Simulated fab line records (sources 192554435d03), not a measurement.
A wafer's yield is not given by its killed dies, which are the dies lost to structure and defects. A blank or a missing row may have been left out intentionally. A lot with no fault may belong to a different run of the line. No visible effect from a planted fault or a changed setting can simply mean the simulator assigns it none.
fab line records ; flow n5Finfet ; part 2 of 2: steps 4 to 6 of 6
record lots=22; wafers=66; lastDay=17
route steps=1938 shown FIN_CUT@169 DUMMY_GATE@237 SPACER0@259 SDB@356
lots with no fault: from the same line, run without faults
startH: hours from the record's first day to the start of the lot's first wafer shown ; waitH: hours elapsed since this lot's preceding step ; " the same as in the row above ; L1.1+2: several wafers, shown together as one row ; - no value, or no start was given ; * or withheld: withheld ; < > ~ a bound
route shown NAME@n: a module of which the file shows steps, and the number in the route of the first ; usual: mean/standard deviation taken from wafers without a fault ; same: alike in all rows ; chamber/n: place in a boat ; sites: per-site readings ; _std_site: how widely they spread, as a standard deviation ; _edge_site: mean of outer sites minus mean of inner sites ; radiusMm: how far each site lies from the wafer's centre ; mask NAME#n: copy n ; behind: tool/chamber where the wafer was last shaped ; hold: why the lot was held/for how many hours/how that ended ; device: transistor that didn't switch, given as n, p or np ; end of line: tests of these same wafers at the route's end ; a step given without rows: its recipe and nothing more ; killed: dies lost to structure and defects at the first sort, not the wafer's yield ; map: a wafer's dies, marking killed ones x, the rest . and places with no die _
set.NAME: setting as actually run; set.NAME@STEP: the setting as run at that earlier step ; model.NAME: the simulator's own value behind a step, which no gauge read
a sample of lots followed through the steps of the route, with each step as a table and each wafer as a row
services: a tool's chamber out of use, with start hour (startH, from the record's first day; less than 0 if before it), hours out, and reason
## steps
# step N5_DUMMY_GATE_ETCH_42
# recipe chemistry=CHF3/O2; target=SiO2; targetDepthA=35; timeS=31; ionEnergyEv=30; biasW=12; pressureMtorr=30; sourceW=600; Ar_flow_sccm=200; CHF3_flow_sccm=50; O2_flow_sccm=5
# usual biasW=12.00/0.036; drypumpMotorCurrentA=5.6/0.54; oesProductAu=0.76/0.076; rfVppV=42.1/1; showerheadPlenumPTorr=2.38/0.082; throttleValvePct=18.72/0.21
# same timeS=31
lot.wafer;tool;chamber;startH;waitH;biasW;drypumpMotorCurrentA;oesProductAu;rfHoursCounterH;rfVppV;showerheadPlenumPTorr;throttleValvePct
L074.4;rieDiel-04;3;52.64;0.1;12.05;6.1;0.82;87;41.3;2.33;18.66
L074.5;rieDiel-04;1;52.64;0.1;12.02;5.0;0.76;-;42.5;2.33;18.75
L074.6;rieDiel-04;0;52.64;0.1;11.98;5.1;0.74;-;43.1;2.30;18.57
L076.1;rieDiel-04;0;60.39;0.0;11.98;5.1;0.74;173;42.8;2.30;18.58
L076.3;rieDiel-04;1;60.39;0.0;11.97;5.0;0.76;132;40.5;2.32;18.75
L076.4;rieDiel-04;3;60.39;0.0;11.95;6.0;0.81;90;43.3;2.33;18.68
L077.2;rieDiel-05;3;67.28;0.0;12.03;5.0;0.72;214;43.3;2.38;18.46
L077.4;rieDiel-05;1;67.28;0.0;11.95;5.8;0.71;201;40.9;2.30;18.72
L077.5;rieDiel-05;3;67.28;0.0;12.04;5.0;0.71;-;43.7;2.38;18.46
L078.1;rieDiel-03;3;75.77;0.0;12.02;5.4;0.70;224;41.6;2.38;19.06
L078.2;rieDiel-03;1;75.77;0.0;12.02;4.9;0.94;9;42.7;2.55;18.85
L078.4;rieDiel-03;0;75.77;0.0;12.04;5.7;0.72;209;42.6;2.38;18.90
L079.2;rieDiel-04;1;77.82;0.0;11.98;5.0;0.74;137;42.0;2.32;18.73
L079.3;rieDiel-04;2;77.82;0.0;11.94;6.3;0.74;186;41.6;2.38;18.95
L079.5;rieDiel-04;1;77.82;0.0;12.02;5.0;0.74;-;39.7;2.32;18.75
L080.1;rieDiel-03;3;84.60;0.1;12.04;5.4;0.71;227;41.7;2.38;19.05
L080.5;rieDiel-03;2;84.60;0.1;12.01;6.6;0.79;-;42.0;2.51;18.63
L080.6;rieDiel-03;1;84.60;0.1;12.02;4.9;0.93;-;41.5;2.55;18.89
L082.1;rieDiel-05;3;96.58;0.0;11.91;5.0;0.71;224;41.6;2.37;18.46
L082.4;rieDiel-05;2;96.58;0.0;11.95;5.7;0.68;214;43.8;2.48;18.48
L082.6;rieDiel-05;3;96.58;0.0;12.01;5.0;0.70;-;43.9;2.37;18.48
L083.1;rieDiel-04;1;107.07;0.0;11.96;5.0;0.74;146;40.3;2.32;18.75
L083.2;rieDiel-04;0;107.07;0.0;12.03;5.1;0.72;186;41.6;2.29;18.59
L083.5;rieDiel-04;0;107.07;0.0;11.93;5.1;0.73;-;43.0;2.29;18.60
L084.1;rieDiel-04;3;112.69;0.0;12.00;6.0;0.80;105;40.0;2.32;18.71
L084.2;rieDiel-04;1;112.69;0.0;11.99;5.0;0.74;147;41.6;2.32;18.78
L084.4;rieDiel-04;2;112.69;0.0;11.99;6.3;0.72;197;42.5;2.38;18.97
L085.2;rieDiel-05;1;118.28;0.0;11.95;5.8;0.70;217;40.6;2.29;18.76
L085.5;rieDiel-05;3;118.28;0.0;11.96;5.0;0.70;-;42.5;2.37;18.48
L085.6;rieDiel-05;2;118.28;0.0;11.96;5.7;0.68;-;41.7;2.48;18.48
L086.1;rieDiel-03;1;126.11;0.2;11.99;4.9;0.90;25;42.2;2.54;18.91
L086.3;rieDiel-03;3;126.11;0.2;12.04;5.4;0.69;239;42.2;2.38;19.08
L086.4;rieDiel-03;0;126.11;0.2;11.97;5.6;0.70;224;40.9;2.37;18.92
L087.3;rieDiel-03;3;127.99;0.0;11.96;5.5;0.70;240;41.6;2.38;19.09
L087.4;rieDiel-03;1;127.99;0.0;12.03;4.9;0.90;26;42.3;2.54;18.89
L087.6;rieDiel-03;1;127.99;0.0;12.05;4.9;0.90;-;43.1;2.54;18.91
L088.3;rieDiel-03;1;134.68;0.0;12.02;4.9;0.90;28;42.4;2.54;18.90
L088.5;rieDiel-03;0;134.68;0.0;11.98;5.6;0.70;-;41.8;2.37;18.90
L088.6;rieDiel-03;1;134.68;0.0;11.96;4.9;0.90;-;42.8;2.54;18.90
L089.4;rieDiel-04;3;142.70;0.1;11.96;6.1;0.79;115;41.9;2.32;18.71
L089.5;rieDiel-04;3;142.70;0.1;12.00;6.1;0.79;-;41.3;2.32;18.73
L089.6;rieDiel-04;2;142.70;0.1;11.98;6.3;0.73;-;40.3;2.38;19.01
L090.3;rieDiel-05;1;146.37;0.0;12.06;5.8;0.70;227;40.3;2.29;18.76
L090.5;rieDiel-05;1;146.37;0.0;12.00;5.8;0.70;-;40.9;2.29;18.76
L090.6;rieDiel-05;0;146.37;0.0;12.08;5.5;0.92;-;42.7;2.46;18.23
L091.1;rieDiel-04;3;153.59;0.2;12.00;6.1;0.79;118;41.0;2.32;18.71
L091.4;rieDiel-04;0;153.59;0.2;11.99;5.1;0.71;200;43.4;2.29;18.63
L091.5;rieDiel-04;1;153.59;0.2;12.08;5.0;0.73;-;42.0;2.31;18.78
L092.1;rieDiel-04;3;158.61;0.0;11.98;6.1;0.78;120;41.8;2.32;18.74
L092.3;rieDiel-04;2;158.61;0.0;11.92;6.3;0.71;212;40.6;2.37;19.00
L092.6;rieDiel-04;1;158.61;0.0;11.96;5.0;0.73;-;42.5;2.31;18.80
L093.2;rieDiel-04;2;166.57;0.0;12.01;6.3;0.71;214;40.9;2.37;19.01
L093.4;rieDiel-04;0;166.57;0.0;11.99;5.1;0.71;205;42.4;2.28;18.62
L093.6;rieDiel-04;2;166.57;0.0;12.02;6.3;0.71;-;42.4;2.37;19.00
L094.1;rieDiel-03;1;167.69;0.0;11.94;4.9;0.88;40;41.2;2.54;18.93
L094.2;rieDiel-03;2;167.69;0.0;12.03;6.6;0.77;150;42.5;2.50;18.67
L094.6;rieDiel-03;0;167.69;0.0;12.01;5.7;0.69;-;41.2;2.37;18.93
L095.1;rieDiel-05;0;174.13;0.0;12.00;5.6;0.90;40;41.4;2.45;18.26
L095.5;rieDiel-05;3;174.13;0.0;11.99;5.0;0.69;-;41.5;2.36;18.52
L095.6;rieDiel-05;2;174.13;0.0;12.05;5.7;0.66;-;43.1;2.47;18.50
L096.1;rieDiel-05;1;179.20;0.1;12.01;5.8;0.69;237;40.5;2.29;18.79
L096.2;rieDiel-05;3;179.20;0.1;11.95;5.0;0.68;250;41.5;2.36;18.51
L096.6;rieDiel-05;0;179.20;0.1;11.99;5.5;0.90;-;42.3;2.45;18.25
L097.1;rieDiel-03;2;185.50;0.0;12.07;6.6;0.76;158;42.7;2.49;18.70
L097.3;rieDiel-03;1;185.50;0.0;12.05;4.9;0.86;47;44.8;2.53;18.93
L097.5;rieDiel-03;1;185.50;0.0;12.04;4.9;0.86;-;43.1;2.53;18.93
# step N5_SPACER0_ALD_00
# recipe material=SiOCN; targetThkA=35; tempC=400; aldPrecursorFamily=alkyl-aminosilane; aldCoReactant=O2/N2-plasma; pulseTimeS=3; purgeTimeS=2; coReactantPurgeTimeS=2; aldCycles=58; pressureTorr=2
# usual heaterPowerW=856/69; precursorPulseHeightRel=1.002/0.019
# same pulseTimeS=3
lot.wafer;tool;chamber;startH;waitH;heaterPowerW;precursorPulseHeightRel
L074.4;aldSin-04;3;54.49;0.1;768;0.988
L074.5;aldSin-04;1;54.49;0.1;903;1.018
L074.6;aldSin-04;0;54.49;0.1;969;0.981
L076.1;aldSin-01;1;60.82;0.1;847;1.011
L076.3;aldSin-01;3;60.82;0.1;928;1.002
L076.4;aldSin-01;2;60.82;0.1;880;0.992
L077.2;aldSin-01;0;67.88;0.1;886;0.955
L077.4;aldSin-01;3;67.88;0.1;913;1.005
L077.5;aldSin-01;2;67.88;0.1;895;0.986
L078.1;aldSin-04;0;76.19;0.1;926;1.044
L078.2;aldSin-04;2;76.19;0.1;793;1.000
L078.4;aldSin-04;1;76.19;0.1;895;0.992
L079.2;aldSin-01;0;78.24;0.1;870;0.997
L079.3;aldSin-01;1;78.24;0.1;834;0.992
L079.5;aldSin-01;3;78.24;0.1;936;0.984
L080.1;aldSin-01;0;85.02;0.1;864;1.024
L080.5;aldSin-01;2;85.02;0.1;894;1.000
L080.6;aldSin-01;3;85.02;0.1;935;1.028
L082.1;aldSin-03;1;98.92;0.1;699;0.968
L082.4;aldSin-03;0;98.92;0.1;882;0.995
L082.6;aldSin-03;2;98.92;0.1;802;0.998
L083.1;aldSin-04;1;107.49;0.1;901;1.027
L083.2;aldSin-04;0;107.49;0.1;973;1.005
L083.5;aldSin-04;0;107.49;0.1;943;1.010
L084.1;aldSin-01;3;113.11;0.1;935;0.967
L084.2;aldSin-01;1;113.11;0.1;808;1.017
L084.4;aldSin-01;0;113.11;0.1;838;1.048
L085.2;aldSin-01;0;118.71;0.1;847;0.971
L085.5;aldSin-01;3;118.71;0.1;934;1.011
L085.6;aldSin-01;0;118.71;0.1;855;0.984
L086.1;aldSin-04;1;127.14;0.1;895;1.014
L086.3;aldSin-04;2;127.14;0.1;793;0.991
L086.4;aldSin-04;0;127.14;0.1;964;1.027
L087.3;aldSin-03;1;128.88;0.1;706;1.009
L087.4;aldSin-03;3;128.88;0.1;820;1.031
L087.6;aldSin-03;3;128.88;0.1;842;1.003
L088.3;aldSin-03;0;135.84;0.1;908;0.980
L088.5;aldSin-03;2;135.84;0.1;810;0.989
L088.6;aldSin-03;3;135.84;0.1;846;1.046
L089.4;aldSin-01;2;143.94;0.1;941;1.018
L089.5;aldSin-01;2;143.94;0.1;917;1.018
L089.6;aldSin-01;3;143.94;0.1;965;0.998
L090.3;aldSin-03;1;146.80;0.1;683;1.023
L090.5;aldSin-03;3;146.80;0.1;864;0.997
L090.6;aldSin-03;2;146.80;0.1;786;0.980
L091.1;aldSin-04;3;154.02;0.1;811;1.012
L091.4;aldSin-04;0;154.02;0.1;930;1.004
L091.5;aldSin-04;3;154.02;0.1;802;1.020
L092.1;aldSin-03;3;159.04;0.1;822;1.016
L092.3;aldSin-03;0;159.04;0.1;914;0.980
L092.6;aldSin-03;1;159.04;0.1;690;1.007
L093.2;aldSin-01;1;166.99;0.1;815;0.994
L093.4;aldSin-01;3;166.99;0.1;927;1.018
L093.6;aldSin-01;3;166.99;0.1;918;1.019
L094.1;aldSin-04;1;168.12;0.1;882;0.987
L094.2;aldSin-04;3;168.12;0.1;801;1.002
L094.6;aldSin-04;1;168.12;0.1;902;1.000
L095.1;aldSin-01;1;174.63;0.1;844;1.013
L095.5;aldSin-01;2;174.63;0.1;900;1.031
L095.6;aldSin-01;3;174.63;0.1;911;0.999
L096.1;aldSin-03;0;180.31;0.1;908;1.036
L096.2;aldSin-03;2;180.31;0.1;798;1.050
L096.6;aldSin-03;1;180.31;0.1;683;0.994
L097.1;aldSin-03;3;186.00;0.1;834;1.007
L097.3;aldSin-03;0;186.00;0.1;897;1.006
L097.5;aldSin-03;1;186.00;0.1;716;0.973
# step N5_SDB_CD_MEAS_11
# recipe targetCdNm=50; landingEnergyEv=500; detector=seInlens; polarity=opening
# usual cdNm=49.8/1.2
# same landingEnergyEv=500
lot.wafer;tool;chamber;startH;waitH;cdNm
L074.4;cdSem-03;0;71.62;-;50.4
L074.5;cdSem-03;0;71.62;-;51.9
L074.6;cdSem-03;0;71.62;-;50.7
L076.1;cdSem-02;0;80.31;-;48.1
L076.3;cdSem-02;0;80.31;-;48.6
L076.4;cdSem-02;0;80.31;-;48.4
L077.2;cdSem-02;0;85.50;-;51.0
L077.4;cdSem-02;0;85.50;-;51.8
L077.5;cdSem-02;0;85.50;-;51.3
L078.1;cdSem-03;0;94.45;-;49.3
L078.2;cdSem-03;0;94.45;-;49.7
L078.4;cdSem-03;0;94.45;-;49.2
L079.2;cdSem-01;0;95.38;-;49.7
L079.3;cdSem-01;0;95.38;-;50.3
L079.5;cdSem-01;0;95.38;-;50.7
L080.1;cdSem-01;0;105.27;-;50.8
L080.5;cdSem-01;0;105.27;-;49.3
L080.6;cdSem-01;0;105.27;-;49.2
L082.1;cdSem-01;0;116.98;-;49.9
L082.4;cdSem-01;0;116.98;-;48.6
L082.6;cdSem-01;0;116.98;-;50.0
L083.1;cdSem-02;0;125.76;-;50.8
L083.2;cdSem-02;0;125.76;-;49.0
L083.5;cdSem-02;0;125.76;-;49.2
L084.1;cdSem-03;0;130.53;-;50.3
L084.2;cdSem-03;0;130.53;-;50.5
L084.4;cdSem-03;0;130.53;-;49.6
L085.2;cdSem-02;0;139.23;-;48.9
L085.5;cdSem-02;0;139.23;-;50.1
L085.6;cdSem-02;0;139.23;-;48.0
L086.1;cdSem-03;0;144.85;-;50.2
L086.3;cdSem-03;0;144.85;-;50.0
L086.4;cdSem-03;0;144.85;-;50.3
L087.3;cdSem-02;0;146.33;-;49.8
L087.4;cdSem-02;0;146.33;-;50.3
L087.6;cdSem-02;0;146.33;-;51.2
L088.3;cdSem-02;0;153.32;-;50.5
L088.5;cdSem-02;0;153.32;-;49.3
L088.6;cdSem-02;0;153.32;-;49.1
L089.4;cdSem-03;0;160.61;-;49.7
L089.5;cdSem-03;0;160.61;-;50.6
L089.6;cdSem-03;0;160.61;-;48.9
L090.3;cdSem-01;0;164.74;-;48.9
L090.5;cdSem-01;0;164.74;-;48.6
L090.6;cdSem-01;0;164.74;-;49.8
L091.1;cdSem-01;0;172.30;-;51.2
L091.4;cdSem-01;0;172.30;-;50.3
L091.5;cdSem-01;0;172.30;-;49.8
L092.1;cdSem-03;0;176.61;-;49.2
L092.3;cdSem-03;0;176.61;-;47.6
L092.6;cdSem-03;0;176.61;-;47.5
L093.2;cdSem-02;0;185.02;-;48.1
L093.4;cdSem-02;0;185.02;-;47.5
L093.6;cdSem-02;0;185.02;-;49.2
L094.1;cdSem-03;0;185.13;-;49.0
L094.2;cdSem-03;0;185.13;-;49.1
L094.6;cdSem-03;0;185.13;-;48.3
L095.1;cdSem-03;0;192.89;-;49.6
L095.5;cdSem-03;0;192.89;-;50.8
L095.6;cdSem-03;0;192.89;-;50.6
L096.1;cdSem-03;0;198.69;-;50.0
L096.2;cdSem-03;0;198.69;-;49.4
L096.6;cdSem-03;0;198.69;-;49.7
L097.1;cdSem-02;0;204.52;-;50.7
L097.3;cdSem-02;0;204.52;-;49.7
L097.5;cdSem-02;0;204.52;-;50.3
## services
tool;chamber;startH;hours;kind
aldSin-01;-;18.38;1.1;repair
aldSin-03;3;22.61;5.2;repair
rieDiel-04;3;27.16;7.9;repair
rieDiel-05;0;29.58;-;clean
rieDiel-05;0;29.58;-;consumableReplace:focusRing
rieDiel-05;0;29.58;16.3;scheduledDown
rieDiel-05;0;29.58;16.3;ventCycle
aldSin-03;1;33.57;8.5;repair
aldSin-03;-;36.41;0.9;repair
rieDiel-04;1;53.11;2.4;repair
rieSi-01;3;63.25;2.8;repair
aldSin-04;3;63.88;7.2;repair
aldSin-03;0;67.58;5.5;repair
rieSi-01;1;72.85;15.0;repair
aldSin-01;-;85.40;14.0;pm
rieSi-06;3;118.00;4.1;repair
aldSin-01;-;122.19;14.6;pm
aldSin-04;1;140.15;3.4;repair
rieSi-05;2;142.00;35.5;repair
rieSi-01;1;145.51;2.4;repair
rieSi-06;3;146.01;1.5;repair
rieSi-05;-;149.31;2.8;pm
aldSin-04;-;176.75;14.0;pm
rieDiel-04;1;183.48;4.8;repair
